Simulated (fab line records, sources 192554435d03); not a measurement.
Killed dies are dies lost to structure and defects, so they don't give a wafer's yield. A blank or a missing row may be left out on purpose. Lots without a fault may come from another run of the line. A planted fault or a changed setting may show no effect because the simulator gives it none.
Split-lot experiment | flow n5_finfet | 7 lots, 39 wafers read, on a route of 1938 steps

THE SPLIT
At N5_SD_EPI_N_EPI_21 (deposits Si:P, time 690 s), the setting pressure_torr was moved away from the recipe's 255 Torr on 30 of the 39 wafers read, by -17.8% to +18.4%. The other wafers ran this setting at the recipe's value.

FROM THE SPLIT TO THE READING: what the file shows between them, 2 steps
- N5_SD_EPI_N_PRECLEAN_24: cleans in O3/DIW, time 60 s
- N5_SD_EPI_P_EPI_21: deposits SiGe:B, time 355 s

THE READING
Si-P_of_SD_EPI_N_EPI_21.thk_nm (the simulator's own value, which no gauge read), in nm, at N5_SD_EPI_P_HM_STRIP_48 (strips SiNx in H3PO4, material SiNx, target depth 3 nm). The file gives no usual value for it. The 9 wafers here that ran the recipe average 57.9 nm, standard deviation 0.72 nm.

wafer  | tool, chamber at the split | pressure_torr as run, Torr | against the recipe | Si-P_of_SD_EPI_N_EPI_21.thk_nm, nm | against lot-mates on the recipe
L080.1 | epi_rpcvd-04, 0            | 237                        | -7.1%              | 57.6                               | no lot-mate on the recipe
L080.2 | epi_rpcvd-04, 0            | 237                        | -7.1%              | 57                                 | no lot-mate on the recipe
L080.3 | epi_rpcvd-04, 0            | 237                        | -7.1%              | 56.2                               | no lot-mate on the recipe
L080.4 | epi_rpcvd-04, 0            | 237                        | -7.1%              | 56.8                               | no lot-mate on the recipe
L080.5 | epi_rpcvd-04, 0            | 237                        | -7.1%              | 57.2                               | no lot-mate on the recipe
L080.6 | epi_rpcvd-04, 0            | 237                        | -7.1%              | 57.2                               | no lot-mate on the recipe
L081.1 | epi_rpcvd-04, 0            | 224.4                      | -12.0%             | 54.8                               | no lot-mate on the recipe
L081.2 | epi_rpcvd-04, 0            | 224.4                      | -12.0%             | 54.6                               | no lot-mate on the recipe
L081.3 | epi_rpcvd-04, 0            | 224.4                      | -12.0%             | 53.8                               | no lot-mate on the recipe
L081.5 | epi_rpcvd-04, 0            | 224.4                      | -12.0%             | 53.8                               | no lot-mate on the recipe
L081.4 | epi_rpcvd-04, 0            | 224.4                      | -12.0%             | 54.4                               | no lot-mate on the recipe
L081.6 | epi_rpcvd-04, 0            | 224.4                      | -12.0%             | 54                                 | no lot-mate on the recipe
L086.1 | epi_rpcvd-04, 0            | 255                        | recipe             | 57.4                               | -
L086.2 | epi_rpcvd-04, 0            | 255                        | recipe             | 58                                 | -
L086.5 | epi_rpcvd-04, 0            | 255                        | recipe             | 58                                 | -
L086.3 | epi_rpcvd-04, 0            | 255                        | recipe             | 58.6                               | -
L086.6 | epi_rpcvd-04, 0            | 255                        | recipe             | 58.6                               | -
L086.4 | epi_rpcvd-04, 0            | 255                        | recipe             | 59                                 | -
L089.4 | epi_rpcvd-02, 0            | 255                        | recipe             | 56.6                               | -
L089.5 | epi_rpcvd-02, 0            | 255                        | recipe             | 57.4                               | -
L089.6 | epi_rpcvd-02, 0            | 255                        | recipe             | 57.4                               | -
L091.1 | epi_rpcvd-04, 0            | 301.8                      | +18.4%             | 62.4                               | no lot-mate on the recipe
L091.2 | epi_rpcvd-04, 0            | 301.8                      | +18.4%             | 62.4                               | no lot-mate on the recipe
L091.3 | epi_rpcvd-04, 0            | 301.8                      | +18.4%             | 63.2                               | no lot-mate on the recipe
L091.4 | epi_rpcvd-04, 0            | 301.8                      | +18.4%             | 62.2                               | no lot-mate on the recipe
L091.5 | epi_rpcvd-04, 0            | 301.8                      | +18.4%             | 62.6                               | no lot-mate on the recipe
L091.6 | epi_rpcvd-04, 0            | 301.8                      | +18.4%             | 63                                 | no lot-mate on the recipe
L094.1 | epi_rpcvd-04, 0            | 209.6                      | -17.8%             | 53.6                               | no lot-mate on the recipe
L094.4 | epi_rpcvd-04, 0            | 209.6                      | -17.8%             | 53.6                               | no lot-mate on the recipe
L094.2 | epi_rpcvd-04, 0            | 209.6                      | -17.8%             | 54.2                               | no lot-mate on the recipe
L094.6 | epi_rpcvd-04, 0            | 209.6                      | -17.8%             | 54.2                               | no lot-mate on the recipe
L094.3 | epi_rpcvd-04, 0            | 209.6                      | -17.8%             | 54.4                               | no lot-mate on the recipe
L094.5 | epi_rpcvd-04, 0            | 209.6                      | -17.8%             | 54.4                               | no lot-mate on the recipe
L095.1 | epi_rpcvd-02, 0            | 230.7                      | -9.5%              | 56                                 | no lot-mate on the recipe
L095.2 | epi_rpcvd-02, 0            | 230.7                      | -9.5%              | 55.8                               | no lot-mate on the recipe
L095.3 | epi_rpcvd-02, 0            | 230.7                      | -9.5%              | 55.8                               | no lot-mate on the recipe
L095.5 | epi_rpcvd-02, 0            | 230.7                      | -9.5%              | 55.8                               | no lot-mate on the recipe
L095.4 | epi_rpcvd-02, 0            | 230.7                      | -9.5%              | 55.2                               | no lot-mate on the recipe
L095.6 | epi_rpcvd-02, 0            | 230.7                      | -9.5%              | 56.2                               | no lot-mate on the recipe

THE FIT
A straight line over all 39 wafers: Si-P_of_SD_EPI_N_EPI_21.thk_nm changes by +0.245 nm for each +1% of pressure_torr; r = +0.97; the points scatter about the line by 0.68 nm.
Too few moved wafers have a lot-mate on the recipe to fit a line with each lot's own level taken away.

THE WHOLE CHAIN: every reading that the file lists as answering this split, in the file's order
step                    | what it does                                           | reading                                                                         | change (the file's fit)               | r (the file's)
N5_SD_EPI_N_EPI_21      | deposits Si:P, time 690 s                              | Si-P_of_SD_EPI_N_EPI_21.thk_nm (the simulator's own value, which no gauge read) | +0.248 nm for each +1% of the setting | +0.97
N5_SD_EPI_P_HM_STRIP_48 | strips SiNx in H3PO4, material SiNx, target depth 3 nm | Si-P_of_SD_EPI_N_EPI_21.thk_nm (the simulator's own value, which no gauge read) | +0.245 nm for each +1% of the setting | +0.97

THE FILE'S OWN FIT
Si-P_of_SD_EPI_N_EPI_21.thk_nm changes by +0.245 nm for each +1% of pressure_torr, r = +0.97.
